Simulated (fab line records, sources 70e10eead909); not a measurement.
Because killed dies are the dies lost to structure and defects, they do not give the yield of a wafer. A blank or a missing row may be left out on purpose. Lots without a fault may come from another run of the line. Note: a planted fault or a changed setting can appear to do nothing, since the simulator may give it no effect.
Which of the tools did it? | flow nand-harc | Sampling: 24 lots, 72 wafers, 6 of 1302 route steps

## WHAT THE GAUGES SHOWED, per wafer
NHARC_A_CONTACT_CD_MEAS_08 targets a cd of 200 nm. Usual: cd-nm 200.1 nm, standard deviation 0.57.
lot  | measured     | on        | cd-nm (nm)        | flag
L075 | day 22 08:19 | cd-sem-03 | 199.0 199.8 199.4 |
L074 | day 22 13:50 | cd-sem-02 | 199.7 199.4 200.1 |
L076 | day 22 22:08 | cd-sem-03 | 199.8 200.8 200.6 |
L078 | day 23 12:34 | cd-sem-01 | 199.9 200.4 200.0 |
L077 | day 23 14:20 | cd-sem-03 | 200.6 201.5 201.6 |
L080 | day 24 08:57 | cd-sem-03 | 199.5 199.9 200.7 |
L079 | day 24 09:07 | cd-sem-01 | 199.8 200.4 200.2 |
L081 | day 24 20:09 | cd-sem-02 | 200.4 199.2 199.8 |
L082 | day 25 22:50 | cd-sem-01 | 200.6 200.2 200.1 |
L083 | day 26 11:41 | cd-sem-01 | 199.5 199.6 200.1 |
L084 | day 26 14:22 | cd-sem-01 | 200.4 199.9 200.9 |
L086 | day 26 16:55 | cd-sem-03 | 200.7 199.7 199.7 |
L085 | day 27 02:40 | cd-sem-02 | 199.0 199.1 199.2 |
L088 | day 27 23:13 | cd-sem-03 | 200.1 200.6 199.7 |
L087 | day 28 01:05 | cd-sem-02 | 200.0 200.8 200.4 |
L089 | day 28 04:41 | cd-sem-03 | 200.4 200.9 200.7 |
L090 | day 28 16:15 | cd-sem-03 | 200.1 200.0 200.0 |
L091 | day 29 00:49 | cd-sem-03 | 199.7 200.0 199.4 |
L094 | day 30 01:08 | cd-sem-01 | 201.3 199.5 200.1 |
L092 | day 30 04:25 | cd-sem-01 | 200.1 201.2 200.0 |
L093 | day 30 08:08 | cd-sem-01 | 199.9 200.2 199.6 |
L096 | day 30 21:02 | cd-sem-03 | 199.9 199.1 200.3 |
L095 | day 30 23:53 | cd-sem-01 | 200.9 200.5 200.7 |
L097 | day 32 07:43 | cd-sem-02 | 200.1 200.1 199.9 |

## WHAT TOOL EACH LOT RAN ON (gives the tool, then ch and the chambers of the sampled wafers, and finally the start)
lot  | NHARC_A_CONTACT_ETCH_90            | NHARC_A_CONTACT_ETCH_96                       | NHARC_A_CONTACT_ETCH_102           | NHARC_A_CONTACT_ETCH_133             | NHARC_A_CONTACT_DEP_85
L075 | rie-diel-13 ch 1,2,3, day 21 19:04 | rie-diel-13 ch 1,3, day 21 19:17              | rie-diel-13 ch 1,2,3, day 21 19:47 | har-cap-etch-02 ch 0,1, day 22 04:04 | pecvd-03 ch 0,1, day 22 07:45
L074 | rie-diel-06 ch 1,2, day 21 23:31   | rie-diel-06 ch 0,1,2, day 21 23:41            | rie-diel-01 ch 0,2, day 22 00:04   | har-cap-etch-02 ch 0,1, day 22 09:07 | pecvd-04 ch 1,2, day 22 13:08
L076 | rie-diel-13 ch 1,2,3, day 22 07:45 | rie-diel-13 ch 0,2,3, day 22 08:16 or earlier | rie-diel-06 ch 0,1,2, day 22 08:16 | har-cap-etch-01 ch 0,1, day 22 16:25 | pecvd-01 ch 1,2, day 22 21:26
L078 | rie-diel-01 ch 0,2, day 22 23:22   | rie-diel-01 ch 0,3, day 22 23:54 or earlier   | rie-diel-06 ch 0,2, day 22 23:54   | har-cap-etch-03 ch 0,1, day 23 08:09 | pecvd-01 ch 0,2, day 23 11:58
L077 | rie-diel-01 ch 0,2,3, day 22 23:49 | rie-diel-01 ch 1,2,3, day 23 00:19 or earlier | rie-diel-13 ch 0,1,2, day 23 00:19 | har-cap-etch-02 ch 0,1, day 23 08:20 | pecvd-03 ch 0,1,2, day 23 13:37
L080 | rie-diel-06 ch 1,2, day 23 15:45   | rie-diel-06 ch 1,3, day 23 16:16 or earlier   | rie-diel-06 ch 0,1, day 23 16:16   | har-cap-etch-01 ch 1, day 24 00:31   | pecvd-03 ch 0,2, day 24 08:14
L079 | rie-diel-06 ch 0,3, day 23 17:34   | rie-diel-06 ch 0,3, day 23 18:05 or earlier   | rie-diel-06 ch 0,2, day 23 18:05   | har-cap-etch-03 ch 0,1, day 24 04:20 | pecvd-01 ch 0,1, day 24 08:22
L081 | rie-diel-13 ch 1,2,3, day 24 07:07 | rie-diel-13 ch 0,2,3, day 24 07:37 or earlier | rie-diel-06 ch 0,2, day 24 07:37   | har-cap-etch-02 ch 0,1, day 24 15:47 | pecvd-03 ch 0,2, day 24 19:29
L082 | rie-diel-06 ch 0,1,3, day 25 08:09 | rie-diel-06 ch 0,1,3, day 25 08:40 or earlier | rie-diel-06 ch 1,2,3, day 25 08:40 | har-cap-etch-02 ch 0,1, day 25 16:37 | pecvd-01 ch 0,1, day 25 22:06
L083 | rie-diel-13 ch 0,1,3, day 25 20:17 | rie-diel-13 ch 0,3, day 25 20:46 or earlier   | rie-diel-06 ch 1,2, day 25 20:46   | har-cap-etch-03 ch 0,1, day 26 07:29 | pecvd-01 ch 0,1,2, day 26 11:07
L084 | rie-diel-01 ch 0,2,3, day 25 23:08 | rie-diel-01 ch 0,1,3, day 25 23:39 or earlier | rie-diel-01 ch 0,2,3, day 25 23:39 | har-cap-etch-02 ch 0,1, day 26 09:04 | pecvd-01 ch 1,2, day 26 13:37
L086 | rie-diel-06 ch 0,1,3, day 26 02:07 | rie-diel-06 ch 1,2,3, day 26 02:46 or earlier | rie-diel-13 ch 0,1,2, day 26 02:46 | har-cap-etch-03 ch 0,1, day 26 12:29 | pecvd-03 ch 0,1,2, day 26 16:12
L085 | rie-diel-01 ch 1,2, day 26 10:51   | rie-diel-01 ch 0,1,2, day 26 11:21 or earlier | rie-diel-06 ch 0,1, day 26 11:21   | har-cap-etch-02 ch 0,1, day 26 20:53 | pecvd-04 ch 0,2, day 27 02:01
L088 | rie-diel-06 ch 0,1,2, day 27 04:03 | rie-diel-06 ch 1,2,3, day 27 04:34 or earlier | rie-diel-06 ch 1,2,3, day 27 04:34 | har-cap-etch-02 ch 0,1, day 27 13:04 | pecvd-03 ch 0,2, day 27 22:35
L087 | rie-diel-13 ch 0,2, day 27 06:41   | rie-diel-13 ch 1,3, day 27 07:20 or earlier   | rie-diel-13 ch 1,2, day 27 07:20   | har-cap-etch-03 ch 0,1, day 27 15:31 | pecvd-01 ch 1,2, day 28 00:26
L089 | rie-diel-01 ch 0,1,2, day 27 10:24 | rie-diel-01 ch 0,2,3, day 27 10:54 or earlier | rie-diel-01 ch 0,1,3, day 27 10:54 | har-cap-etch-01 ch 0,1, day 28 00:13 | pecvd-04 ch 0,2, day 28 03:59
L090 | rie-diel-06 ch 1,2,3, day 28 02:35 | rie-diel-06 ch 1,2,3, day 28 03:05 or earlier | rie-diel-13 ch 1,2,3, day 28 03:05 | har-cap-etch-01 ch 0, day 28 11:09   | pecvd-04 ch 0,1,2, day 28 15:41
L091 | rie-diel-01 ch 0,1,3, day 28 08:08 | rie-diel-01 ch 0,2,3, day 28 09:11 or earlier | rie-diel-06 ch 0,3, day 28 09:11   | har-cap-etch-02 ch 0,1, day 28 18:13 | pecvd-04 ch 0,1, day 29 00:16
L094 | rie-diel-06 ch 1,2,3, day 29 10:10 | rie-diel-06 ch 1,2, day 29 10:38 or earlier   | rie-diel-13 ch 0,3, day 29 10:38   | har-cap-etch-02 ch 0,1, day 29 20:41 | pecvd-01 ch 0,2, day 30 00:28
L092 | rie-diel-06 ch 0,1, day 29 10:56   | rie-diel-06 ch 2,3, day 29 11:28 or earlier   | rie-diel-13 ch 0,1,3, day 29 11:28 | har-cap-etch-03 ch 0,1, day 29 21:40 | pecvd-04 ch 0,2, day 30 03:42
L093 | rie-diel-13 ch 0,1,2, day 29 18:17 | rie-diel-13 ch 1,2,3, day 29 18:47 or earlier | rie-diel-13 ch 1,3, day 29 18:47   | har-cap-etch-01 ch 0,1, day 30 02:49 | pecvd-03 ch 0,1,2, day 30 07:25
L096 | rie-diel-06 ch 2,3, day 30 07:08   | rie-diel-06 ch 1,3, day 30 07:40 or earlier   | rie-diel-06 ch 0,1, day 30 07:40   | har-cap-etch-02 ch 0,1, day 30 16:32 | pecvd-04 ch 0,1,2, day 30 20:20
L095 | rie-diel-06 ch 0,1, day 30 07:57   | rie-diel-06 ch 0,1,3, day 30 08:50 or earlier | rie-diel-06 ch 0,1, day 30 08:50   | har-cap-etch-01 ch 0,1, day 30 19:41 | pecvd-03 ch 0,1,2, day 30 23:19
L097 | rie-diel-06 ch 0,1, day 31 14:49   | rie-diel-06 ch 0,1,3, day 31 15:19 or earlier | rie-diel-06 ch 2,3, day 31 15:19   | har-cap-etch-03 ch 0,1, day 32 00:50 | pecvd-03 ch 0,1,2, day 32 07:01
- NHARC_A_CONTACT_ETCH_90: etches the open film in CH3F/O2, target depth 40 nm, time 85.7 s.
- NHARC_A_CONTACT_ETCH_96: etches the open film in C4F6/O2, target depth 20 nm, time 10 s.
- NHARC_A_CONTACT_ETCH_102: etches the open film in CF4/O2, target depth 100 nm, overetch 10 nm, time 55 s.
- NHARC_A_CONTACT_ETCH_133: etches the open film in C4F8/O2/Ar, time 374 s, target depth 1610 nm.
- NHARC_A_CONTACT_DEP_85: deposits SiON, target thk 60 nm.

## WHAT THE TOOLS THEMSELVES READ (means of the sampled wafers that have a number; where no wafer has one, the mark that the record gives instead)
NHARC_A_CONTACT_ETCH_90. Usual: drypump-motor-current-A 5.6 A, standard deviation 0.32; oes-product-au 0.95 a.u., standard deviation 0.038; rf-vpp-V 244.4 V, standard deviation 1.6; showerhead-plenum-p-Torr 2.46 Torr, standard deviation 0.1; throttle-valve-pct 20.664 %, standard deviation 0.0087.
lot  | tool        | drypump-motor-current-A (A) | oes-product-au (a.u.) | rf-vpp-V (V) | showerhead-plenum-p-Torr (Torr) | throttle-valve-pct (%) | flag
L075 | rie-diel-13 | 5.6                         | 0.94                  | 246.0        | 2.58                            | 20.660                 |
L074 | rie-diel-06 | 5.5                         | 0.95                  | 245.9        | 2.53                            | 20.668                 |
L076 | rie-diel-13 | 5.6                         | 0.94                  | 245.8        | 2.58                            | 20.667                 |
L078 | rie-diel-01 | 5.9                         | 0.93                  | 243.0        | 2.36                            | 20.666                 |
L077 | rie-diel-01 | 5.6                         | 0.91                  | 243.4        | 2.40                            | 20.664                 |
L080 | rie-diel-06 | 5.5                         | 0.92                  | 245.1        | 2.53                            | 20.658                 |
L079 | rie-diel-06 | 5.8                         | 0.92                  | 243.4        | 2.44                            | 20.665                 |
L081 | rie-diel-13 | 5.6                         | 1.01                  | 246.5        | 2.57                            | 20.663                 |
L082 | rie-diel-06 | 5.6                         | 0.92                  | 243.9        | 2.41                            | 20.669                 |
L083 | rie-diel-13 | 5.9                         | 0.93                  | 244.7        | 2.47                            | 20.661                 |
L084 | rie-diel-01 | 5.7                         | 0.99                  | 243.1        | 2.40                            | 20.657                 |
L086 | rie-diel-06 | 5.7                         | 0.99                  | 243.4        | 2.41                            | 20.658                 |
L085 | rie-diel-01 | 5.7                         | 1.01                  | 243.7        | 2.39                            | 20.658                 |
L088 | rie-diel-06 | 5.6                         | 0.92                  | 244.7        | 2.50                            | 20.673                 |
L087 | rie-diel-13 | 5.8                         | 0.91                  | 243.8        | 2.47                            | 20.662                 |
L089 | rie-diel-01 | 5.9                         | 0.93                  | 243.8        | 2.38                            | 20.667                 |
L090 | rie-diel-06 | 5.5                         | 1.00                  | 244.8        | 2.44                            | 20.660                 |
L091 | rie-diel-01 | 5.6                         | 0.99                  | 243.8        | 2.43                            | 20.668                 |
L094 | rie-diel-06 | 5.5                         | 1.00                  | 243.6        | 2.44                            | 20.664                 |
L092 | rie-diel-06 | 5.7                         | 0.93                  | 245.3        | 2.46                            | 20.668                 |
L093 | rie-diel-13 | 6.0                         | 0.93                  | 245.2        | 2.47                            | 20.673                 |
L096 | rie-diel-06 | 5.6                         | 1.01                  | 242.9        | 2.41                            | 20.665                 |
L095 | rie-diel-06 | 5.6                         | 0.92                  | 243.7        | 2.43                            | 20.665                 |
L097 | rie-diel-06 | 5.6                         | 0.99                  | 243.9        | 2.43                            | 20.671                 |

NHARC_A_CONTACT_ETCH_96. Usual: drypump-motor-current-A 5.6 A, standard deviation 0.33; oes-product-au 0.969 a.u., standard deviation 0.028; rf-vpp-V 547 V, standard deviation 3.2; showerhead-plenum-p-Torr 3.93 Torr, standard deviation 0.15; throttle-valve-pct 26.904 %, standard deviation 0.0099.
lot  | tool        | drypump-motor-current-A (A) | oes-product-au (a.u.) | rf-vpp-V (V) | showerhead-plenum-p-Torr (Torr) | throttle-valve-pct (%) | flag
L075 | rie-diel-13 | 5.8                         | 0.999                 | 550          | 4.11                            | 26.898                 |
L074 | rie-diel-06 | 5.6                         | 0.966                 | 548          | 3.99                            | 26.906                 |
L076 | rie-diel-13 | 5.7                         | 0.959                 | 547          | 3.95                            | 26.910                 |
L078 | rie-diel-01 | 5.5                         | 0.920                 | 547          | 3.91                            | 26.894                 |
L077 | rie-diel-01 | 5.5                         | 0.944                 | 548          | 3.91                            | 26.904                 |
L080 | rie-diel-06 | 5.5                         | 0.939                 | 546          | 3.81                            | 26.897                 |
L079 | rie-diel-06 | 5.8                         | 0.937                 | 545          | 3.89                            | 26.902                 |
L081 | rie-diel-13 | 5.7                         | 1.007                 | 547          | 3.94                            | 26.900                 |
L082 | rie-diel-06 | 5.6                         | 0.941                 | 546          | 3.85                            | 26.906                 |
L083 | rie-diel-13 | 5.6                         | 0.949                 | 547          | 3.91                            | 26.901                 |
L084 | rie-diel-01 | 5.7                         | 0.999                 | 547          | 3.88                            | 26.898                 |
L086 | rie-diel-06 | 5.6                         | 1.000                 | 546          | 3.90                            | 26.902                 |
L085 | rie-diel-01 | 5.9                         | 1.008                 | 545          | 3.81                            | 26.896                 |
L088 | rie-diel-06 | 5.5                         | 0.938                 | 547          | 3.90                            | 26.903                 |
L087 | rie-diel-13 | 5.5                         | 0.969                 | 550          | 4.05                            | 26.900                 |
L089 | rie-diel-01 | 5.7                         | 0.944                 | 544          | 3.82                            | 26.896                 |
L090 | rie-diel-06 | 5.5                         | 1.004                 | 546          | 3.89                            | 26.902                 |
L091 | rie-diel-01 | 5.7                         | 0.991                 | 545          | 3.82                            | 26.901                 |
L094 | rie-diel-06 | 5.5                         | 1.002                 | 549          | 4.02                            | 26.900                 |
L092 | rie-diel-06 | 5.6                         | 0.956                 | 548          | 3.98                            | 26.918                 |
L093 | rie-diel-13 | 5.6                         | 0.946                 | 550          | 4.06                            | 26.901                 |
L096 | rie-diel-06 | 5.5                         | 0.997                 | 544          | 3.80                            | 26.901                 |
L095 | rie-diel-06 | 5.6                         | 0.947                 | 546          | 3.84                            | 26.904                 |
L097 | rie-diel-06 | 5.7                         | 0.993                 | 545          | 3.84                            | 26.909                 |

NHARC_A_CONTACT_ETCH_102. Usual: drypump-motor-current-A 5.7 A, standard deviation 0.34; oes_f_703_au 1.000 a.u., standard deviation 0.0041; oes-product-au 0.998 a.u., standard deviation 0.011; rf-vpp-V 198.0 V, standard deviation 1.5; showerhead-plenum-p-Torr 1.34 Torr, standard deviation 0.058; throttle-valve-pct 13.398 %, standard deviation 0.0085.
lot  | tool        | drypump-motor-current-A (A) | oes_f_703_au (a.u.) | oes-product-au (a.u.) | rf-vpp-V (V) | showerhead-plenum-p-Torr (Torr) | throttle-valve-pct (%) | flag
L075 | rie-diel-13 | 5.6                         | 1.001               | 1.012                 | 199.1        | 1.40                            | 13.401                 |
L074 | rie-diel-01 | 6.0                         | 1.001               | 1.004                 | 196.5        | 1.28                            | 13.401                 |
L076 | rie-diel-06 | 5.6                         | 1.000               | 0.998                 | 198.4        | 1.36                            | 13.396                 |
L078 | rie-diel-06 | 5.7                         | 0.996               | 1.005                 | 198.7        | 1.39                            | 13.399                 |
L077 | rie-diel-13 | 6.0                         | 1.002               | 1.002                 | 198.8        | 1.35                            | 13.392                 |
L080 | rie-diel-06 | 5.6                         | 0.999               | 0.990                 | 197.6        | 1.32                            | 13.396                 |
L079 | rie-diel-06 | 5.6                         | 0.997               | 0.994                 | 199.0        | 1.39                            | 13.394                 |
L081 | rie-diel-06 | 5.8                         | 1.003               | 0.990                 | 198.0        | 1.37                            | 13.398                 |
L082 | rie-diel-06 | 5.5                         | 1.005               | 0.999                 | 197.5        | 1.33                            | 13.395                 |
L083 | rie-diel-06 | 5.5                         | 1.005               | 1.002                 | 198.8        | 1.38                            | 13.403                 |
L084 | rie-diel-01 | 5.7                         | 0.998               | 0.997                 | 197.3        | 1.30                            | 13.400                 |
L086 | rie-diel-13 | 6.0                         | 1.002               | 1.002                 | 198.7        | 1.35                            | 13.394                 |
L085 | rie-diel-06 | 5.7                         | 1.004               | 0.984                 | 197.5        | 1.34                            | 13.400                 |
L088 | rie-diel-06 | 5.5                         | 1.000               | 0.998                 | 197.0        | 1.33                            | 13.396                 |
L087 | rie-diel-13 | 5.9                         | 0.999               | 0.997                 | 199.5        | 1.40                            | 13.409                 |
L089 | rie-diel-01 | 5.7                         | 0.999               | 0.995                 | 197.8        | 1.32                            | 13.397                 |
L090 | rie-diel-13 | 5.6                         | 1.005               | 0.991                 | 198.7        | 1.39                            | 13.389                 |
L091 | rie-diel-06 | 5.8                         | 1.001               | 0.989                 | 197.3        | 1.32                            | 13.401                 |
L094 | rie-diel-13 | 5.9                         | 0.999               | 1.011                 | 197.1        | 1.28                            | 13.395                 |
L092 | rie-diel-13 | 5.9                         | 1.004               | 1.008                 | 198.1        | 1.33                            | 13.402                 |
L093 | rie-diel-13 | 5.8                         | 0.998               | 1.003                 | 199.3        | 1.39                            | 13.397                 |
L096 | rie-diel-06 | 5.7                         | 0.998               | 0.992                 | 197.7        | 1.34                            | 13.400                 |
L095 | rie-diel-06 | 5.7                         | 1.001               | 0.992                 | 197.8        | 1.33                            | 13.399                 |
L097 | rie-diel-06 | 5.6                         | 1.002               | 1.014                 | 198.0        | 1.35                            | 13.407                 |

NHARC_A_CONTACT_DEP_85. Usual: heater-power-w 764 W, standard deviation 91.
lot  | tool     | heater-power-w (W) | flag
L075 | pecvd-03 | 676                |
L074 | pecvd-04 | 861                |
L076 | pecvd-01 | 731                |
L078 | pecvd-01 | 761                |
L077 | pecvd-03 | 665                |
L080 | pecvd-03 | 844                |
L079 | pecvd-01 | 735                |
L081 | pecvd-03 | 798                |
L082 | pecvd-01 | 728                |
L083 | pecvd-01 | 784                |
L084 | pecvd-01 | 806                |
L086 | pecvd-03 | 705                |
L085 | pecvd-04 | 859                |
L088 | pecvd-03 | 739                |
L087 | pecvd-01 | 733                |
L089 | pecvd-04 | 814                |
L090 | pecvd-04 | 788                |
L091 | pecvd-04 | 754                |
L094 | pecvd-01 | 787                |
L092 | pecvd-04 | 760                |
L093 | pecvd-03 | 742                |
L096 | pecvd-04 | 829                |
L095 | pecvd-03 | 711                |
L097 | pecvd-03 | 769                |

## THE ANSWER, worked out from the rows above alone
Rule: a lot is off if the mean of its wafers that have a number lies more than 3 standard deviations from the usual mean. Also off: a lot with no number at a reading for which 4 or more lots have one. Where the step has rows for the other lots, those lots are counted as sound. Order of review: gauges by route order, followed by the tools' own readings, for which a lot's mean as printed above is used. The first step at which some lot is off is used, and at that step the reading that is off furthest; a lot without a number counts as furthest.
Across all readings shown, no lot is off: no conclusion can be drawn from this.

## WHAT WAS PUT IN BY THE SIMULATOR
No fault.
